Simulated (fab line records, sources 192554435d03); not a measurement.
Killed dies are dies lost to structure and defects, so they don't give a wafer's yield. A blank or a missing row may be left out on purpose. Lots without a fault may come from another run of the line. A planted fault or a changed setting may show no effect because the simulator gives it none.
fab line records | flow n5_finfet
record lots=7 wafers=21
route steps=1938 shown BEOL_M2@846 BEOL_M3@933 BEOL_M4@1070 BEOL_M5@1140
start_h: hours from the record's first day to the start of the lot's first wafer shown | wait_h: hours since the lot's step before | " the same as in the row above | L1.1+2: a row that stands for several wafers | - no value, or no start given | * or withheld: withheld | < > ~ a bound
route shown NAME@n: a module of which the file shows steps, and the number in the route of the first | usual: mean/standard deviation of fault-free wafers | same: alike in all rows | chamber/n: place in a boat | sites: the reading at each site | _std_site: their standard deviation | _edge_site: outer sites' mean less inner sites' | radius_mm: how far each site lies from the wafer's centre | mask NAME#n: copy n | behind: the tool/chamber that last shaped the wafer | hold: why the lot was held/for how many hours/how that ended | device: the transistor (n, p or np) that didn't switch | end of line: the same wafers' tests at the end of the route | a step without rows: its recipe alone | killed: dies lost to structure and defects at the first sort, not the wafer's yield | map: a wafer's dies, x killed, . not, _ none there
set.NAME: the setting as run; set.NAME@STEP: as run at that earlier step | model.NAME: the simulator's own value behind a step, which no gauge read
lots whose settings were changed on purpose; a table a step, a row a wafer
## steps
# step N5_BEOL_M2_COAT_62
# recipe resist=SiARC temp_c=220 time_s=60 spin_rpm=1500 resist_thk_nm=12
# columns lot.wafer tool chamber start_h wait_h set.spin_rpm
L079.2+3+4 litho_track-02 0 - - 1500
L084.2 litho_track-02 0 - - 1569
L084.3+5 " 0 " " 1500
L089.3+5 litho_track-01 0 - - 1500
L089.6 " 0 " " 1419
L093.1 litho_track-02 0 - - 1449
L093.4+6 " 0 " " 1500
L092.1+2+5 litho_track-02 0 - - 1500
L096.2+3+5 litho_track-02 0 - - 1500
L097.1+4+6 litho_track-01 0 - - 1500
# step N5_BEOL_M2_COAT_73
# recipe resist=underlayer temp_c=205 time_s=60 spin_rpm=1500 resist_thk_nm=5
# step N5_BEOL_M2_COAT_05
# recipe resist=CAR-EUV spin_rpm=1500 resist_thk_nm=30
# step N5_BEOL_M2_DESCUM_16
# recipe chemistry=O2 time_s=7 source_power_w=50 bias_power_w=20 pressure_mtorr=20 rf_frequency_hz=2.712e+07 temp_c=40 resist=CAR-EUV o2_flow_sccm=225
# step N5_BEOL_M2_ETCH_74
# recipe chemistry=N2/H2 target=underlayer target_depth_a=65 mask_material=CAR-EUV time_s=5.2 ion_energy_ev=200 pressure_mtorr=30 source_w=840 bias_w=150 n2_flow_sccm=200 h2_flow_sccm=200 ends=cleared
# step N5_BEOL_M2_ETCH_63
# recipe chemistry=CF4 target=SiARC target_depth_a=156 mask_material=CAR-EUV time_s=26 ion_energy_ev=80 pressure_mtorr=40 source_w=545 bias_w=36 Ar_flow_sccm=100 cf4_flow_sccm=100 ends=cleared
# columns lot.wafer tool chamber start_h wait_h set.spin_rpm@BEOL_M2_COAT_62 model.etch.depth_nm
L079.2+4 rie_diel-05 3,2 167.39 0.0 1500 12.06
L079.3 " 1 " " 1500 12.01
L084.2 rie_diel-06 0 201.17 0.0 1569 11.74
L084.3+5 " 2,0 " " 1500 12.02
L089.3 rie_diel-04 3 237.46 0.0 1500 12.02
L089.5 " 2 " " 1500 12.06
L089.6 " 3 " " 1419 12.37
L093.1 rie_diel-06 0 260.76 0.0 1449 12.19
L093.4+6 " 2,0 " " 1500 11.96
L092.1 rie_diel-05 2 269.49 0.0 1500 12.02
L092.2 " 0 " " 1500 11.99
L092.5 " 3 " " 1500 12.03
L096.2+3+5 rie_diel-06 3,2,0 271.25 0.0 1500 12
L097.1 rie_diel-05 0 290.46 0.0 1500 11.97
L097.4 " 1 " " 1500 11.98
L097.6 " 3 " " 1500 12.01
# step N5_BEOL_M3_PECVD_72
# recipe material=SiO2 target_thk_a=160 temp_c=400 precursor=TEOS/O2 pressure_torr=5.5 rf_w=450 teos_flow_sccm=53.8 gas=O2 flow_sccm=3000 time_s=18
# columns lot.wafer tool chamber start_h wait_h set.temp_c model.SiO2_of_BEOL_M3_PECVD_72.thk_nm
L079.2 pecvd-01 2 179.29 0.0 400 15.6
L079.3+4 " 1 " " 400 16
L084.2 pecvd-01 2 207.70 0.0 400 15.4
L084.3 " 1 " " 400 15.8
L084.5 " 0 " " 415.8 14
L089.3 pecvd-02 2 243.13 0.0 400 16
L089.5 " 1 " " 416.7 14.4
L089.6 " 0 " " 416.7 14.2
L093.1 pecvd-01 2 279.90 0.0 400 15.6
L093.4 " 0 " " 385.4 17.6
L093.6 " 1 " " 385.4 17.8
L092.1 pecvd-04 1 281.34 0.0 412.6 14.4
L092.2 " 2 " " 400 15.8
L092.5 " 1 " " 400 16.2
L096.2 pecvd-01 2 283.07 0.0 411.5 14.6
L096.3 " 0 " " 400 16.2
L096.5 " 0 " " 411.5 15.2
L097.1+4 pecvd-02 2,0 301.25 0.0 400 16
L097.6 " 1 " " 400 15.8
# step N5_BEOL_M3_COAT_22
# recipe resist=CAR-EUV spin_rpm=1500 resist_thk_nm=30
# columns lot.wafer tool chamber start_h wait_h set.spin_rpm model.CAR-EUV_of_BEOL_M3_COAT_22.thk_nm
L079.2 litho_track-01 0 - - 1500 30
L079.3 " 0 " " 1375 31.2
L079.4 " 0 " " 1375 31.4
L084.2+3 litho_track-01 0 - - 1343 31.8
L084.5 " 0 " " 1500 30
L089.3 litho_track-01 0 - - 1651 28.8
L089.5+6 " 0 " " 1500 30.2
L093.1+4+6 litho_track-04 0 - - 1500 29.8
L092.1 litho_track-01 0 - - 1599 29
L092.2 " 0 " " 1500 30
L092.5 " 0 " " 1599 29.2
L096.2+3 litho_track-05 0 - - 1500 30
L096.5 " 0 " " 1557 29.6
L097.1+4+6 litho_track-01 0 - - 1500 30
# step N5_BEOL_M3_EXPOSE_25
# recipe mask_id=V2 na=0.33 source_shape=quasar sigma_inner=0.2 sigma_outer=0.8 polarization=unpolarized defocus_nm=5 dose_mj=63
# columns lot.wafer tool chamber start_h wait_h mask set.dose_mj
L079.2+3+4 euv_scanner-02 0 181.34 - V2#0 63
L084.2 euv_scanner-01 0 210.90 - V2#0 63
L084.3+5 " 0 " " V2#0 65.26
L089.3+6 euv_scanner-02 0 245.19 - V2#0 63
L089.5 " 0 " " V2#0 60.71
L093.1+4+6 euv_scanner-01 0 282.74 - V2#0 63
L092.1+2+5 euv_scanner-01 0 283.55 - V2#0 59.16
L096.2+3 euv_scanner-02 0 285.11 - V2#0 63
L096.5 " 0 " " V2#0 60.37
L097.1+4+6 euv_scanner-01 0 302.72 - V2#0 63
# step N5_BEOL_M3_PEB_26
# recipe peb_temp_c=100 peb_time_s=60 resist=CAR-EUV
# step N5_BEOL_M3_DEVELOP_27
# recipe develop_time_s=30 developer=TMAH resist=CAR-EUV rinse_liquid=surfactant_rinse dry=air_spin dev_temp_c=23
# step N5_BEOL_M3_DESCUM_33
# recipe chemistry=O2 time_s=7 source_power_w=50 bias_power_w=20 pressure_mtorr=20 rf_frequency_hz=2.712e+07 temp_c=40 resist=CAR-EUV o2_flow_sccm=225
# columns lot.wafer tool chamber start_h wait_h set.spin_rpm@BEOL_M3_COAT_22 model.CAR-EUV_of_BEOL_M3_COAT_22.thk_nm
L079.2 rie_diel-03 1 181.60 0.0 1500 26
L079.3+4 " 2,3 " " 1375 27.4
L084.2 rie_diel-01 2 211.16 0.0 1343 28
L084.3 " 3 " " 1343 27.8
L084.5 " 1 " " 1500 26
L089.3 rie_diel-01 3 245.44 0.0 1651 24.8
L089.5 " 3 " " 1500 26.4
L089.6 " 2 " " 1500 26.2
L093.1+6 rie_diel-01 0 283.01 0.0 1500 25.8
L093.4 " 2 " " 1500 26
L092.1 rie_diel-01 1 283.82 0.0 1599 25
L092.2 " 3 " " 1500 26
L092.5 " 2 " " 1599 25.2
L096.2 rie_diel-02 2 285.37 0.0 1500 26.2
L096.3 " 0 " " 1500 26
L096.5 " 1 " " 1557 25.6
L097.1+4+6 rie_diel-01 0,3,3 302.99 0.0 1500 26
# step N5_BEOL_M3_ETCH_77
# recipe chemistry=N2/H2 target=underlayer target_depth_a=65 mask_material=CAR-EUV time_s=5.2 ion_energy_ev=200 pressure_mtorr=30 source_w=840 bias_w=150 n2_flow_sccm=200 h2_flow_sccm=200 ends=cleared
# step N5_BEOL_M3_ETCH_69
# recipe chemistry=CF4 target=SiARC target_depth_a=156 mask_material=CAR-EUV time_s=26 ion_energy_ev=80 pressure_mtorr=40 source_w=545 bias_w=36 Ar_flow_sccm=100 cf4_flow_sccm=100 ends=cleared
# step N5_BEOL_M3_STRIP_97
# recipe chemistry=N2/H2 time_s=10 power_w=450 temp_c=40 pressure_mtorr=20 rf_frequency_hz=6e+07 bias_power_w=7 n2_flow_sccm=200 h2_flow_sccm=200
# step N5_BEOL_M3_HM_STRIP_39
# recipe chemistry=peroxide_tin_strip material=TiN target_depth_a=250 temp_c=50 time_s=158
# columns lot.wafer tool chamber start_h wait_h set.temp_c@BEOL_M3_PECVD_72 model.SiO2_of_BEOL_M3_PECVD_72.thk_nm
L079.2 wet_bench-06 2 183.29 0.0 400 15.6
L079.3 " 6 " " 400 15.8
L079.4 " 1 " " 400 16
L084.2 wet_bench-06 6 215.05 0.0 400 15.4
L084.3 " 7 " " 400 15.6
L084.5 " 0 " " 415.8 13.8
L089.3 wet_bench-05 0 247.73 0.0 400 15.8
L089.5 " 2 " " 416.7 14.2
L089.6 " 1 " " 416.7 14
L093.1 wet_bench-05 3 293.12 0.0 400 15.4
L093.4 " 0 " " 385.4 17.4
L093.6 " 1 " " 385.4 17.6
L092.1 wet_bench-04 2 303.78 0.0 412.6 14.2
L092.2 " 6 " " 400 15.6
L092.5 " 5 " " 400 16
L096.2 wet_bench-06 6 303.97 0.0 411.5 14.6
L096.3 " 7 " " 400 16.2
L096.5 " 0 " " 411.5 15
L097.1+4+6 wet_bench-06 6,3,1 308.80 0.0 400 15.8
# step N5_BEOL_M4_TRENCH_ETCH_37
# recipe chemistry=C4F6/O2 target_depth_a=555.55 target=SiOC time_s=29.2 ion_energy_ev=250 pressure_mtorr=30 source_w=355 bias_w=185 Ar_flow_sccm=300 C4F6_flow_sccm=10 O2_flow_sccm=10
# columns lot.wafer tool chamber start_h wait_h set.time_s model.BEOL_M4.feature_depth_nm model.etch.depth_nm
L079.2 rie_diel-06 0 - - 23.68 46.2 46.21
L079.3 " 3 " " 23.68 45 45.09
L079.4 " 0 " " 29.2 57.2 57.16
L084.2 rie_diel-04 2 - - 29.2 57 57.04
L084.3 " 0 " " 29.2 56.2 56.23
L084.5 " 3 " " 29.2 56.2 56.26
L089.3 rie_diel-05 2 - - 29.2 56.8 56.71
L089.5 " 1 " " 27.32 53.8 53.79
L089.6 " 0 " " 27.32 51 51.01
L093.1 rie_diel-05 2 - - 34.05 65.2 65.15
L093.4 " 3 " " 34.05 66.6 66.65
L093.6 " 3 " " 34.05 66 66.02
L092.1 rie_diel-04 3 - - 29.2 56.6 56.62
L092.2 " 1 " " 26.5 50.6 50.68
L092.5 " 3 " " 26.5 51.6 51.69
L096.2 rie_diel-05 2 - - 29.2 56.2 56.26
L096.3 " 0 " " 26.16 48.4 48.46
L096.5 " 2 " " 26.16 50.2 50.3
L097.1 rie_diel-04 1 - - 29.2 55.2 55.16
L097.4 " 2 " " 29.2 56.6 56.63
L097.6 " 3 " " 29.2 56 56
# step N5_BEOL_M4_ETCH_41
# recipe chemistry=CH3F/O2 target=SiCN target_depth_a=299 taper_deg=2 time_s=52.5 ion_energy_ev=120 mask_material=TiN pressure_mtorr=30 source_w=395 bias_w=75 Ar_flow_sccm=150 CH3F_flow_sccm=30 O2_flow_sccm=20
# step N5_BEOL_M4_STRIP_97
# recipe chemistry=N2/H2 time_s=10 power_w=450 temp_c=40 pressure_mtorr=20 rf_frequency_hz=6e+07 bias_power_w=7 n2_flow_sccm=200 h2_flow_sccm=200
# step N5_BEOL_M4_OCD_MEAS_38
# usual trench_depth_nm=56.1/1
# columns lot.wafer tool chamber start_h wait_h set.time_s@BEOL_M4_TRENCH_ETCH_37 trench_depth_nm
L079.2 ocd-02 - 200.49 - 23.68 46.3
L079.3 " - " " 23.68 45.6
L079.4 " - " " 29.2 57.3
L084.2 ocd-01 - 227.52 - 29.2 56.8
L084.3 " - " " 29.2 56.5
L084.5 " - " " 29.2 56.6
L089.3 ocd-02 - 256.92 - 29.2 56.8
L089.5 " - " " 27.32 54.1
L089.6 " - " " 27.32 50.8
L093.1 ocd-02 - 303.76 - 34.05 65.2
L093.4 " - " " 34.05 66.6
L093.6 " - " " 34.05 66.2
L092.1 ocd-02 - 312.27 - 29.2 56.6
L092.2 " - " " 26.5 51.4
L092.5 " - " " 26.5 51.5
L096.2 ocd-02 - 328.20 - 29.2 56.4
L096.3 " - " " 26.16 48.3
L096.5 " - " " 26.16 50.3
L097.1 ocd-02 - 331.59 - 29.2 55.3
L097.4 " - " " 29.2 56.0
L097.6 " - " " 29.2 56.2
# step N5_BEOL_M4_HM_STRIP_39
# recipe chemistry=peroxide_tin_strip material=TiN target_depth_a=250 temp_c=50 time_s=158
# step N5_BEOL_M4_SRD_40
# recipe time_s=30 temp_c=23 rinse_liquid=diw dry=ipa_marangoni
# step N5_BEOL_M4_ECD_50
# recipe material=Cu target_thk_a=3000
# step N5_BEOL_M4_ANNEAL_51
# recipe temp_c=225 time_s=90 ambient=N2
# step N5_BEOL_M4_CMP_52
# recipe stop_on=SiOC t_overpolish_s=6.8 down_force_psi=1 platen_rpm=50 clearing_platen_down_force_psi=1.5 clearing_platen_rpm=50 post_cmp_clean=cu_alkaline target_thk_nm=40 clearing_platen_pad_velocity_m_s=0.99484 pad_velocity_m_s=0.99484
# columns lot.wafer tool chamber start_h wait_h set.time_s@BEOL_M4_TRENCH_ETCH_37 model.Cu_of_BEOL_M4_ECD_50.thk_nm
L079.2 cmp-01 3 204.21 0.2 23.68 30.4
L079.3 " 0 " " 23.68 28.8
L079.4 " 1 " " 29.2 42.4
L084.2 cmp-04 2 231.73 1.0 29.2 40
L084.3 " 1 " " 29.2 40.4
L084.5 " 2 " " 29.2 38.6
L089.3 cmp-04 0 260.55 0.2 29.2 40.2
L089.6 " 2 " " 27.32 35
L089.5 " 3 " " 27.32 36.8
L093.4 cmp-04 1 307.40 0.2 34.05 51.2
L093.1 " 2 " " 34.05 49
L093.6 " 0 " " 34.05 49.2
L092.1 cmp-04 0 315.73 0.3 29.2 39.4
L092.2+5 " 1,0 " " 26.5 34
L096.3 cmp-01 1 331.76 0.2 26.16 34
L096.2 " 3 " " 29.2 41.8
L096.5 " 1 " " 26.16 36.2
L097.1 cmp-01 3 335.30 0.3 29.2 40.8
L097.4 " 0 " " 29.2 38.8
L097.6 " 1 " " 29.2 40.6
# step N5_BEOL_M4_THK_MEAS_53
# recipe thk_meas_gauge=xrf reads=Cu_of_BEOL_M4_ECD_50
# usual M4_THK=40.2/1.3
# columns lot.wafer tool chamber start_h wait_h set.time_s@BEOL_M4_TRENCH_ETCH_37 M4_THK[nm]
L079.2 film_metro-02 - 204.51 - 23.68 30.3
L079.3 " - " " 23.68 28.7
L079.4 " - " " 29.2 42.2
L084.2 film_metro-02 - 232.03 - 29.2 40.0
L084.3 " - " " 29.2 40.2
L084.5 " - " " 29.2 38.5
L089.3 film_metro-02 - 260.77 - 29.2 40.3
L089.5 " - " " 27.32 36.9
L089.6 " - " " 27.32 35.0
L093.1 film_metro-01 - 307.66 - 34.05 49.2
L093.4 " - " " 34.05 51.7
L093.6 " - " " 34.05 49.5
L092.1 film_metro-02 - 315.99 - 29.2 39.3
L092.2 " - " " 26.5 34.1
L092.5 " - " " 26.5 34.0
L096.2 film_metro-01 - 332.05 - 29.2 41.6
L096.3 " - " " 26.16 33.9
L096.5 " - " " 26.16 36.0
L097.1 film_metro-01 - 335.52 - 29.2 40.6
L097.4 " - " " 29.2 38.9
L097.6 " - " " 29.2 40.7
# step N5_BEOL_M4_PRE_CLEAN_60
# recipe gas=NH3/H2 time_s=15 temp_c=* rf_power_w=300
# step N5_BEOL_M4_CO_CAP_55
# recipe material=Co target_thk_a=20 temp_c=200 precursor=CCTBA/H2 pressure_torr=30 time_s=102.1
# step N5_BEOL_M4_PRE_CLEAN_56
# recipe gas=NH3 time_s=15 temp_c=withheld rf_power_w=300
# step N5_BEOL_M4_DEP_57
# recipe material=SiCN target_thk_a=80 temp_c=withheld precursor=3MS/NH3 pressure_torr=3 rf_w=202 time_s=14
# step N5_BEOL_M4_RS_MEAS_58
# recipe thk_meas_gauge=four-point-probe reads=Co_of_BEOL_M4_CO_CAP_55+Cu_of_BEOL_M4_ECD_50+Co_of_BEOL_M4_CVD_47+TaN_of_BEOL_M4_ALD_84
# usual M4_RS=0.667/0.028
# columns lot.wafer tool chamber start_h wait_h set.time_s@BEOL_M4_TRENCH_ETCH_37 M4_RS[ohm/sq]
L079.2 film_metro-01 - 204.77 0.1 23.68 0.958
L079.3 " - " " 23.68 1.031
L079.4 " - " " 29.2 0.623
L084.2 film_metro-02 - 232.29 0.1 29.2 0.666
L084.3 " - " " 29.2 0.659
L084.5 " - " " 29.2 0.699
L089.3 film_metro-02 - 261.04 0.1 29.2 0.665
L089.5 " - " " 27.32 0.747
L089.6 " - " " 27.32 0.799
L093.1 film_metro-01 - 307.92 0.0 34.05 0.517
L093.4 " - " " 34.05 0.489
L093.6 " - " " 34.05 0.513
L092.1 film_metro-02 - 316.25 0.0 29.2 0.683
L092.2 " - " " 26.5 0.829
L092.5 " - " " 26.5 0.827
L096.2 film_metro-02 - 332.31 0.1 29.2 0.633
L096.3 " - " " 26.16 0.824
L096.5 " - " " 26.16 0.764
L097.1 film_metro-01 - 335.84 0.0 29.2 0.653
L097.4 " - " " 29.2 0.699
L097.6 " - " " 29.2 0.656
# step N5_BEOL_M5_COAT_66
# recipe resist=SiARC temp_c=220 time_s=60 spin_rpm=1500 resist_thk_nm=12
# columns lot.wafer tool chamber start_h wait_h set.spin_rpm model.SiARC_of_BEOL_M5_COAT_66.thk_nm
L079.2 litho_track-04 0 - - 1350 12.8
L079.3+4 " 0 " " 1500 12
L084.2+3+5 litho_track-02 0 - - 1557 11.8
L089.3 litho_track-01 0 - - 1500 11.8
L089.5 " 0 " " 1500 12
L089.6 " 0 " " 1543 11.8
L093.1+4 litho_track-01 0 - - 1500 12
L093.6 " 0 " " 1630 11.4
L092.1 litho_track-04 0 - - 1500 12
L092.2+5 " 0 " " 1594 11.6
L096.2+3+5 litho_track-02 0 - - 1500 12
L097.1+4+6 litho_track-02 0 - - 1500 12
## key
split step=N5_BEOL_M2_COAT_62 setting=spin_rpm stated=1500 by=wafer
response step=N5_BEOL_M2_ETCH_63 reading=model.etch.depth_nm change=-0.0628 per=1% r=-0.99
split step=N5_BEOL_M3_PECVD_72 setting=temp_c stated=400 by=wafer
response step=N5_BEOL_M3_PECVD_72 reading=model.SiO2_of_BEOL_M3_PECVD_72.thk_nm change=-0.463 per=1% r=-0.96
response step=N5_BEOL_M3_HM_STRIP_39 reading=model.SiO2_of_BEOL_M3_PECVD_72.thk_nm change=-0.473 per=1% r=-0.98
split step=N5_BEOL_M3_COAT_22 setting=spin_rpm stated=1500 by=wafer
response step=N5_BEOL_M3_COAT_22 reading=model.CAR-EUV_of_BEOL_M3_COAT_22.thk_nm change=-0.151 per=1% r=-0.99
response step=N5_BEOL_M3_DESCUM_33 reading=model.CAR-EUV_of_BEOL_M3_COAT_22.thk_nm change=-0.161 per=1% r=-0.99
split step=N5_BEOL_M3_EXPOSE_25 setting=dose_mj stated=63 by=wafer
response none clear
split step=N5_BEOL_M4_TRENCH_ETCH_37 setting=time_s stated=29.2 by=wafer
response step=N5_BEOL_M4_TRENCH_ETCH_37 reading=model.BEOL_M4.feature_depth_nm change=+0.625 per=1% r=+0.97
response step=N5_BEOL_M4_TRENCH_ETCH_37 reading=model.etch.depth_nm change=+0.619 per=1% r=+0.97
response step=N5_BEOL_M4_OCD_MEAS_38 reading=trench_depth_nm change=+0.614 per=1% r=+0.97
response step=N5_BEOL_M4_CMP_52 reading=model.Cu_of_BEOL_M4_ECD_50.thk_nm change=+0.657 per=1% r=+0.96
response step=N5_BEOL_M4_THK_MEAS_53 reading=M4_THK change=+0.648 per=1% r=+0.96
response step=N5_BEOL_M4_RS_MEAS_58 reading=M4_RS change=-0.0181 per=1% r=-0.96
split step=N5_BEOL_M5_COAT_66 setting=spin_rpm stated=1500 by=wafer
response step=N5_BEOL_M5_COAT_66 reading=model.SiARC_of_BEOL_M5_COAT_66.thk_nm change=-0.0718 per=1% r=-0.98
